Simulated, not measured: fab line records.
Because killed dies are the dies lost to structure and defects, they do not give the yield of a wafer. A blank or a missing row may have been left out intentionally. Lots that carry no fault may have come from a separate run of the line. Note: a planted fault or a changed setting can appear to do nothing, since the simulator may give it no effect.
2 desks, one fault || flow nand-harc || what lay behind the numbers comes last; until then each desk has only its own

## FROM THE METROLOGY DESK
What the gauges read for every lot (on any tool): the sampled wafers with a number, averaged. If a lot's mean is further than 4 standard deviations from the usual mean, the lot is out of limits and carries the mark OUT (the distance appears in the brackets).
Columns: A = overlay-x-nm at NHARC_HYBRID_BOND_OVL_MEAS_05, usual -2 nm; B = overlay-y-nm at NHARC_HYBRID_BOND_OVL_MEAS_05, usual 0 nm; C = cd-nm at NHARC_THIN_TSV_CD_MEAS_12, usual 999.4 nm
{"lot": "L410", "first seen here": "day 23 10:01", "A": 20, "B": -17, "C": 996.5}
{"lot": "L411", "first seen here": "day 24 00:49", "A": -2, "B": 13, "C": 998.8}
{"lot": "L412", "first seen here": "day 24 00:49", "A": 8, "B": 6, "C": 999.2}
{"lot": "L413", "first seen here": "day 24 23:01", "A": -8, "B": -28, "C": 999.1}
{"lot": "L415", "first seen here": "day 24 23:01", "A": -6, "B": 20, "C": 1001.0}
{"lot": "L417", "first seen here": "day 25 12:03", "A": -22, "B": 31, "C": 1001.2}
{"lot": "L420", "first seen here": "day 27 16:11", "A": -17, "B": -26, "C": 997.7}
{"lot": "L424", "first seen here": "day 29 13:37", "A": 1, "B": 35, "C": 998.2}
{"lot": "L425", "first seen here": "day 30 01:39", "A": -58, "B": -31, "C": 1001.6}
{"lot": "L431", "first seen here": "day 31 18:22", "A": -48, "B": -10, "C": 999.3}
{"lot": "L432", "first seen here": "day 32 12:39", "A": -13, "B": -8, "C": 1001.3}
{"lot": "L433", "first seen here": "day 34 04:27", "A": 14, "B": 4, "C": 1001.6}
Result from this desk: across the 12 lots, nothing is out of limits.

## AT THE TOOL OWNER'S DESK: rie-diel-09
The tool's own readings at NHARC_THIN_TSV_ETCHBACK_48 (etches the open film in C4F8/Ar, target depth 1028.5 nm, time 405.17 s): means of the sampled wafers that have a number, for each lot that ran on this tool. If a lot's mean is further than 4 standard deviations from the usual mean, the lot is out of limits and carries the mark OUT (the distance appears in the brackets).
Columns: A = oes-product-au at NHARC_THIN_TSV_ETCHBACK_48, usual 0.95 a.u.; B = rf-vpp-V at NHARC_THIN_TSV_ETCHBACK_48, usual 545 V
{"lot": "L410", "first seen here": "day 23 16:05", "A": 1.00, "B": 547}
{"lot": "L412", "first seen here": "day 24 07:07", "A": 0.93, "B": 548}
{"lot": "L415", "first seen here": "day 25 05:08", "A": 0.93, "B": 545}
{"lot": "L424", "first seen here": "day 29 18:39", "A": 0.99, "B": 547}
{"lot": "L425", "first seen here": "day 30 11:52", "A": 0.92, "B": 550}
Result from this desk: across the 5 lots, nothing is out of limits.

## ALL TOGETHER
Nothing out of limits was seen by the metrology desk.
Nothing out of limits was seen by the tool owner's desk.

## WHAT THE SIMULATOR HAD PUT IN
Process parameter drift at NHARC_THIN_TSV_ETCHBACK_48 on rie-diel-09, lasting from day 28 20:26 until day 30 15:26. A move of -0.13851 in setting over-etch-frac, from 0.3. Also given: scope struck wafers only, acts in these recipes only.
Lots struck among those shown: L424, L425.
